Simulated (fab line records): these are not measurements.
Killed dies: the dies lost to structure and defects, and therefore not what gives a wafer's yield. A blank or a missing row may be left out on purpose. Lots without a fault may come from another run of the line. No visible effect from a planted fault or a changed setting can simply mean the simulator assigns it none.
What tool caused it?	flow n5-finfet	Sampling: 22 lots, 66 wafers, 6 of 1938 route steps

## WHAT THE GAUGES READ, wafer by wafer
The record holds no reading of a measuring or inspecting step that can be judged against a usual standard deviation.

## WHICH TOOL RAN EACH LOT (tool, then ch and the chambers of the sampled wafers, then the start)
lot	N5_BEOL_M10_STRIP_19	N5_BEOL_M10_DESCUM_33	N5_BEOL_M10_DEGAS_44	N5_BEOL_M11_DESCUM_33	N5_BEOL_M11_ETCH_41	N5_BEOL_M11_DEGAS_44
L074	rie-diel-01 ch 1,2,3, day 9 20:52	rie-diel-01 ch 0,2,3, day 9 23:14	pvd-sputter-03, day 10 00:38	rie-diel-03 ch 0,1,2, day 10 09:29	rie-diel-03 ch 0,1,2, day 10 10:31 or earlier	pvd-sputter-01, day 10 10:31
L076	rie-diel-01 ch 0,2,3, day 10 18:07	rie-diel-05 ch 1,3, day 10 19:38	pvd-sputter-02, day 10 20:44	rie-diel-06 ch 1,3, day 11 01:56	rie-diel-06 ch 1,3, day 11 05:04 or earlier	pvd-sputter-02, day 11 05:04
L079	rie-diel-05 ch 1,2,3, day 10 21:21	rie-diel-02 ch 0,1,2, day 10 22:10	pvd-sputter-01, day 10 23:24	rie-diel-06 ch 1,2,3, day 11 04:45	rie-diel-06 ch 1,2,3, day 11 05:49 or earlier	pvd-sputter-03, day 11 05:49
L078	rie-diel-02 ch 0,1,2, day 11 03:16	rie-diel-02 ch 1,2,3, day 11 05:11	pvd-sputter-02, day 11 06:25	rie-diel-04 ch 1,3, day 11 13:23	rie-diel-04 ch 1,3, day 11 15:20 or earlier	pvd-sputter-02, day 11 15:20
L080	rie-diel-02 ch 1,2,3, day 11 15:56	rie-diel-01 ch 1,2, day 11 18:52	pvd-sputter-03, day 11 20:10	rie-diel-03 ch 0,2,3, day 12 00:53	rie-diel-03 ch 0,2,3, day 12 02:00 or earlier	pvd-sputter-03, day 12 02:00
L083	rie-diel-01 ch 0,1,2, day 11 20:30	rie-diel-01 ch 0,1,3, day 11 23:16	pvd-sputter-02, day 12 00:16	rie-diel-06 ch 1,2,3, day 12 07:18	rie-diel-06 ch 1,2,3, day 12 09:41 or earlier	pvd-sputter-02, day 12 09:41
L081	rie-diel-01 ch 2,3, day 11 20:32	rie-diel-05 ch 0,2, day 11 23:19	pvd-sputter-02, day 12 00:32	rie-diel-06 ch 1,2,3, day 12 10:05	rie-diel-06 ch 1,2,3, day 12 12:51 or earlier	pvd-sputter-01, day 12 12:51
L082	rie-diel-01 ch 0,1, day 12 03:51	rie-diel-01 ch 0,1,2, day 12 06:20	pvd-sputter-02, day 12 07:41	rie-diel-06 ch 0,1,2, day 12 16:17	rie-diel-06 ch 0,1,2, day 12 17:36 or earlier	pvd-sputter-03, day 12 17:36
L084	rie-diel-05 ch 1,2, day 12 18:10	rie-diel-05 ch 0,1, day 12 18:56	pvd-sputter-03, day 12 20:06	rie-diel-03 ch 2,3, day 13 03:01	rie-diel-03 ch 2,3, day 13 04:07 or earlier	pvd-sputter-01, day 13 04:07
L085	rie-diel-05 ch 0,1,2, day 13 02:13	rie-diel-02 ch 1,2,3, day 13 02:57	pvd-sputter-03, day 13 04:03	rie-diel-06 ch 0,1,2, day 13 11:34	rie-diel-06 ch 0,1,2, day 13 12:59 or earlier	pvd-sputter-01, day 13 12:59
L086	rie-diel-05 ch 1,2, day 13 13:08	rie-diel-01 ch 0,3, day 13 17:23	pvd-sputter-03, day 13 18:28	rie-diel-06 ch 1,3, day 14 02:57	rie-diel-06 ch 1,3, day 14 04:15 or earlier	pvd-sputter-01, day 14 04:15
L089	rie-diel-05 ch 1,3, day 13 17:44	rie-diel-01 ch 1,2, day 13 22:43	pvd-sputter-01, day 13 23:44	rie-diel-03 ch 0,1,3, day 14 05:16	rie-diel-03 ch 0,1,3, day 14 06:20 or earlier	pvd-sputter-03, day 14 06:20
L087	rie-diel-05 ch 0,1,3, day 13 22:13	rie-diel-02 ch 0,1,2, day 13 22:56	pvd-sputter-03, day 14 00:06	rie-diel-06 ch 0,1,3, day 14 05:26	rie-diel-06 ch 0,1,3, day 14 07:40 or earlier	pvd-sputter-01, day 14 07:40
L088	rie-diel-05 ch 1,2, day 13 23:50	rie-diel-05 ch 1,2, day 14 00:25	pvd-sputter-03, day 14 03:05	rie-diel-03 ch 0,1, day 14 08:20	rie-diel-03 ch 0,1, day 14 09:40 or earlier	pvd-sputter-01, day 14 09:40
L090	rie-diel-05 ch 0,1,3, day 14 14:37	rie-diel-01 ch 0,2,3, day 14 16:17	pvd-sputter-01, day 14 17:21	rie-diel-04 ch 0,1,2, day 14 23:03	rie-diel-04 ch 0,1,2, day 15 00:08 or earlier	pvd-sputter-01, day 15 00:08
L091	rie-diel-01 ch 0,1,2, day 14 21:26	rie-diel-05 ch 2,3, day 14 23:02	pvd-sputter-01, day 15 00:13	rie-diel-06 ch 1,2,3, day 15 08:31	rie-diel-06 ch 1,2,3, day 15 09:53 or earlier	pvd-sputter-01, day 15 09:53
L094	rie-diel-02 ch 1,2, day 15 07:05	rie-diel-02 ch 0,2,3, day 15 08:31	pvd-sputter-01, day 15 09:31	rie-diel-06 ch 2,3, day 15 14:37	rie-diel-06 ch 2,3, day 15 15:41 or earlier	pvd-sputter-02, day 15 15:41
L093	rie-diel-02 ch 0,1,2, day 15 09:31	rie-diel-05 ch 1,2,3, day 15 11:32	pvd-sputter-01, day 15 12:55	rie-diel-04 ch 0,1,3, day 15 22:10	rie-diel-04 ch 0,1,3, day 15 23:26 or earlier	pvd-sputter-03, day 15 23:26
L095	rie-diel-01 ch 1,3, day 15 14:07	rie-diel-05 ch 0,1,3, day 15 15:19	pvd-sputter-02, day 15 18:32	rie-diel-04 ch 1,3, day 16 00:45	rie-diel-04 ch 1,3, day 16 03:43 or earlier	pvd-sputter-03, day 16 03:43
L092	rie-diel-01 ch 0,1,2, day 16 00:11	rie-diel-01 ch 0,1,2, day 16 00:48	pvd-sputter-03, day 16 03:48	rie-diel-03 ch 0,1,3, day 16 10:58	rie-diel-03 ch 0,1,3, day 16 12:16 or earlier	pvd-sputter-03, day 16 12:16
L096	rie-diel-05 ch 1,2,3, day 16 05:11	rie-diel-02 ch 0,2, day 16 05:52	pvd-sputter-03, day 16 07:52	rie-diel-06 ch 1,2,3, day 16 13:15	rie-diel-06 ch 1,2,3, day 16 16:04 or earlier	pvd-sputter-01, day 16 16:04
L097	rie-diel-01 ch 0,1,3, day 16 23:04	rie-diel-02 ch 1,2,3, day 17 03:48	pvd-sputter-01, day 17 05:07	rie-diel-06 ch 1,2, day 17 12:04	rie-diel-06 ch 1,2, day 17 13:22 or earlier	pvd-sputter-03, day 17 13:22
- N5_BEOL_M10_STRIP_19: strips in O2.
- N5_BEOL_M10_DESCUM_33: chemistry O2, time 7.9 s.
- N5_BEOL_M10_DEGAS_44: time 60 s.
- N5_BEOL_M11_DESCUM_33: chemistry O2, time 7.9 s.
- N5_BEOL_M11_ETCH_41: etches SiCN in CH3F/O2, target depth 42.6 nm, time 86 s.
- N5_BEOL_M11_DEGAS_44: time 60 s.

## WHAT THE TOOLS THEMSELVES READ (means of the sampled wafers that have a number; where no wafer has one, the mark that the record gives instead)
N5_BEOL_M10_STRIP_19. Usual: drypump-motor-current-A 5.5 A, standard deviation 0.37; o2-flow-sccm 225.0 sccm, standard deviation 0.67; oes-product-au 0.80 a.u., standard deviation 0.067; rf-vpp-V 3.6 V, standard deviation 0.6; showerhead-plenum-p-Torr 2.14 Torr, standard deviation 0.067; throttle-valve-pct 16.66 %, standard deviation 0.24.
lot	tool	drypump-motor-current-A (A)	o2-flow-sccm (sccm)	oes-product-au (a.u.)	rf-vpp-V (V)	showerhead-plenum-p-Torr (Torr)	throttle-valve-pct (%)	flag
L074	rie-diel-01	5.5	225.4	0.81	3.7	2.14	16.70	
L076	rie-diel-01	5.6	225.4	0.83	3.2	2.13	16.54	
L079	rie-diel-05	5.3	225.8	0.83	3.5	2.17	16.56	
L078	rie-diel-02	5.4	224.8	0.79	3.7	2.17	16.64	
L080	rie-diel-02	5.5	225.2	0.77	3.0	2.17	16.71	
L083	rie-diel-01	5.6	225.0	0.84	3.9	2.17	16.51	
L081	rie-diel-01	5.4	225.2	0.77	3.6	2.09	16.52	
L082	rie-diel-01	5.8	224.5	0.85	3.2	2.21	16.71	
L084	rie-diel-05	5.5	225.2	0.80	3.5	2.20	16.49	
L085	rie-diel-05	5.4	224.6	0.82	3.2	2.13	16.53	
L086	rie-diel-05	5.3	225.4	0.85	4.1	2.17	16.42	
L089	rie-diel-05	5.3	225.3	0.78	3.5	2.15	16.78	
L087	rie-diel-05	5.4	224.9	0.78	4.2	2.11	16.73	
L088	rie-diel-05	5.3	226.0	0.84	3.9	2.16	16.42	
L090	rie-diel-05	5.4	223.9	0.78	3.9	2.11	16.72	
L091	rie-diel-01	5.7	224.7	0.82	3.7	2.16	16.55	
L094	rie-diel-02	5.5	224.8	0.75	3.6	2.20	16.73	
L093	rie-diel-02	5.4	224.5	0.75	3.1	2.16	16.69	
L095	rie-diel-01	5.7	224.6	0.77	3.7	2.16	17.00	
L092	rie-diel-01	5.6	224.5	0.81	3.0	2.16	16.56	
L096	rie-diel-05	5.3	225.0	0.78	3.9	2.15	16.65	
L097	rie-diel-01	5.8	224.6	0.79	4.0	2.16	16.84	

N5_BEOL_M10_DESCUM_33. Usual: drypump-motor-current-A 5.4 A, standard deviation 0.43; o2-flow-sccm 225.0 sccm, standard deviation 0.64; oes-product-au 0.79 a.u., standard deviation 0.068; rf-vpp-V 243.8 V, standard deviation 1.2; showerhead-plenum-p-Torr 2.13 Torr, standard deviation 0.064; throttle-valve-pct 20.43 %, standard deviation 0.26.
lot	tool	drypump-motor-current-A (A)	o2-flow-sccm (sccm)	oes-product-au (a.u.)	rf-vpp-V (V)	showerhead-plenum-p-Torr (Torr)	throttle-valve-pct (%)	flag
L074	rie-diel-01	5.6	225.1	0.85	244.3	2.13	20.27	
L076	rie-diel-05	5.3	225.2	0.79	243.1	2.15	20.50	
L079	rie-diel-02	5.4	224.9	0.79	243.9	2.16	20.40	
L078	rie-diel-02	5.5	224.2	0.77	243.8	2.17	20.47	
L080	rie-diel-01	5.4	224.8	0.79	244.1	2.12	20.20	
L083	rie-diel-01	5.8	225.0	0.84	244.1	2.17	20.52	
L081	rie-diel-05	5.3	225.1	0.90	243.3	2.10	20.24	
L082	rie-diel-01	5.6	224.8	0.84	244.8	2.17	20.26	
L084	rie-diel-05	5.5	225.3	0.77	243.9	2.14	20.36	
L085	rie-diel-02	5.5	224.8	0.77	245.2	2.16	20.50	
L086	rie-diel-01	6.0	225.4	0.85	243.7	2.16	20.36	
L089	rie-diel-01	5.5	225.2	0.80	244.3	2.16	20.46	
L087	rie-diel-02	5.4	224.9	0.77	243.2	2.16	20.43	
L088	rie-diel-05	5.5	224.7	0.79	244.6	2.19	20.25	
L090	rie-diel-01	5.6	225.4	0.79	244.1	2.12	20.33	
L091	rie-diel-05	5.1	224.4	0.86	244.0	2.13	20.33	
L094	rie-diel-02	5.5	225.3	0.74	243.5	2.11	20.47	
L093	rie-diel-05	5.3	224.2	0.80	243.2	2.15	20.38	
L095	rie-diel-05	5.4	224.6	0.77	243.3	2.11	20.52	
L092	rie-diel-01	5.6	224.5	0.80	244.2	2.15	20.29	
L096	rie-diel-02	5.4	225.5	0.74	242.9	2.10	20.41	
L097	rie-diel-02	5.5	225.0	0.73	243.9	2.15	20.54	

N5_BEOL_M10_DEGAS_44. Usual: 322 W for heater-power-w, sd 35.
lot	tool	heater-power-w (W)	flag
L074	pvd-sputter-03	281	
L076	pvd-sputter-02	349	
L079	pvd-sputter-01	321	
L078	pvd-sputter-02	336	
L080	pvd-sputter-03	306	
L083	pvd-sputter-02	339	
L081	pvd-sputter-02	339	
L082	pvd-sputter-02	346	
L084	pvd-sputter-03	288	
L085	pvd-sputter-03	282	
L086	pvd-sputter-03	347	
L089	pvd-sputter-01	303	
L087	pvd-sputter-03	305	
L088	pvd-sputter-03	354	
L090	pvd-sputter-01	334	
L091	pvd-sputter-01	324	
L094	pvd-sputter-01	321	
L093	pvd-sputter-01	341	
L095	pvd-sputter-02	319	
L092	pvd-sputter-03	323	
L096	pvd-sputter-03	282	
L097	pvd-sputter-01	318	

N5_BEOL_M11_DESCUM_33. Usual: drypump-motor-current-A 5.9 A, standard deviation 0.31; o2-flow-sccm 225.0 sccm, standard deviation 0.66; oes-product-au 0.82 a.u., standard deviation 0.086; rf-vpp-V 243.1 V, standard deviation 1.6; showerhead-plenum-p-Torr 2.08 Torr, standard deviation 0.086; throttle-valve-pct 20.33 %, standard deviation 0.28.
lot	tool	drypump-motor-current-A (A)	o2-flow-sccm (sccm)	oes-product-au (a.u.)	rf-vpp-V (V)	showerhead-plenum-p-Torr (Torr)	throttle-valve-pct (%)	flag
L074	rie-diel-03	6.0	225.2	0.84	242.9	2.06	20.50	
L076	rie-diel-06	6.0	225.7	0.79	242.2	2.03	20.57	
L079	rie-diel-06	6.0	224.9	0.85	242.6	2.06	20.36	
L078	rie-diel-04	5.8	224.8	0.76	241.9	2.02	20.32	
L080	rie-diel-03	6.0	224.7	0.91	244.3	2.14	20.20	
L083	rie-diel-06	6.0	224.7	0.83	243.2	2.06	20.37	
L081	rie-diel-06	6.0	224.3	0.83	243.0	2.06	20.38	
L082	rie-diel-06	5.8	225.3	0.91	243.6	2.13	20.22	
L084	rie-diel-03	5.9	224.6	0.92	244.9	2.17	19.96	
L085	rie-diel-06	5.9	224.7	0.89	244.2	2.13	20.23	
L086	rie-diel-06	6.0	224.7	0.78	242.8	2.02	20.61	
L089	rie-diel-03	5.7	224.5	0.80	242.5	2.10	20.45	
L087	rie-diel-06	5.9	225.2	0.83	243.3	2.09	20.44	
L088	rie-diel-03	5.8	226.2	0.78	243.2	2.07	20.70	
L090	rie-diel-04	5.9	225.5	0.77	244.3	2.08	20.27	
L091	rie-diel-06	6.0	225.4	0.82	243.0	2.05	20.42	
L094	rie-diel-06	5.9	224.9	0.82	243.0	2.07	20.23	
L093	rie-diel-04	5.7	225.4	0.72	242.0	2.02	20.28	
L095	rie-diel-04	6.0	225.2	0.71	242.4	2.09	20.41	
L092	rie-diel-03	5.6	224.8	0.78	243.8	2.10	20.48	
L096	rie-diel-06	6.0	225.1	0.80	241.8	2.05	20.42	
L097	rie-diel-06	6.0	225.1	0.83	244.1	2.08	20.22	

N5_BEOL_M11_ETCH_41. Usual: drypump-motor-current-A 5.9 A, standard deviation 0.31; oes-product-au 0.82 a.u., standard deviation 0.086; rf-vpp-V 297.2 V, standard deviation 2; showerhead-plenum-p-Torr 2.00 Torr, standard deviation 0.086; throttle-valve-pct 16.26 %, standard deviation 0.25.
lot	tool	drypump-motor-current-A (A)	oes-product-au (a.u.)	rf-vpp-V (V)	showerhead-plenum-p-Torr (Torr)	throttle-valve-pct (%)	flag
L074	rie-diel-03	6.0	0.85	297.3	1.96	16.28	
L076	rie-diel-06	6.0	0.79	295.9	1.95	16.48	
L079	rie-diel-06	6.0	0.85	296.0	1.98	16.29	
L078	rie-diel-04	5.8	0.75	295.0	1.92	16.18	
L080	rie-diel-03	5.9	0.90	297.7	2.05	16.06	
L083	rie-diel-06	6.0	0.83	295.8	1.98	16.31	
L081	rie-diel-06	6.0	0.83	296.8	1.98	16.31	
L082	rie-diel-06	5.9	0.89	297.4	2.04	16.16	
L084	rie-diel-03	5.9	0.91	298.6	2.09	15.89	
L085	rie-diel-06	5.9	0.89	298.4	2.04	16.17	
L086	rie-diel-06	6.1	0.78	295.4	1.95	16.54	
L089	rie-diel-03	5.7	0.81	297.1	2.02	16.33	
L087	rie-diel-06	5.9	0.83	298.0	2.01	16.37	
L088	rie-diel-03	5.8	0.78	298.0	1.97	16.51	
L090	rie-diel-04	5.9	0.77	298.0	2.01	16.30	
L091	rie-diel-06	6.0	0.80	296.4	1.97	16.35	
L094	rie-diel-06	5.9	0.82	296.8	2.00	16.20	
L093	rie-diel-04	5.7	0.71	297.2	1.93	16.24	
L095	rie-diel-04	6.0	0.69	297.3	1.99	16.27	
L092	rie-diel-03	5.7	0.78	297.7	2.01	16.35	
L096	rie-diel-06	6.0	0.79	296.5	1.97	16.37	
L097	rie-diel-06	6.0	0.83	297.0	2.00	16.19	

N5_BEOL_M11_DEGAS_44. Usual: 317 W for heater-power-w, sd 33.
lot	tool	heater-power-w (W)	flag
L074	pvd-sputter-01	322	
L076	pvd-sputter-02	340	
L079	pvd-sputter-03	281	
L078	pvd-sputter-02	343	
L080	pvd-sputter-03	318	
L083	pvd-sputter-02	346	
L081	pvd-sputter-01	320	
L082	pvd-sputter-03	341	
L084	pvd-sputter-01	312	
L085	pvd-sputter-01	318	
L086	pvd-sputter-01	311	
L089	pvd-sputter-03	284	
L087	pvd-sputter-01	322	
L088	pvd-sputter-01	345	
L090	pvd-sputter-01	315	
L091	pvd-sputter-01	317	
L094	pvd-sputter-02	331	
L093	pvd-sputter-03	319	
L095	pvd-sputter-03	283	
L092	pvd-sputter-03	303	
L096	pvd-sputter-01	330	
L097	pvd-sputter-03	323	

## THE ANSWER, worked out from the rows above alone
Rule: lot off if the mean of its wafers having a number is beyond 3 standard deviations from the usual mean. Also off: a lot with no number at a reading for which 4 or more lots have one. The other lots that the step has rows for count as sound. After the gauges, taken in route order, come the tools' own readings; for these a lot's mean is taken, as printed above. At the first step where some lot is off, the reading lying furthest off is the one used; lots without a number count as furthest.
None of the lots is off at any reading shown; this tells nothing.

## WHAT THE SIMULATOR HAD PUT IN
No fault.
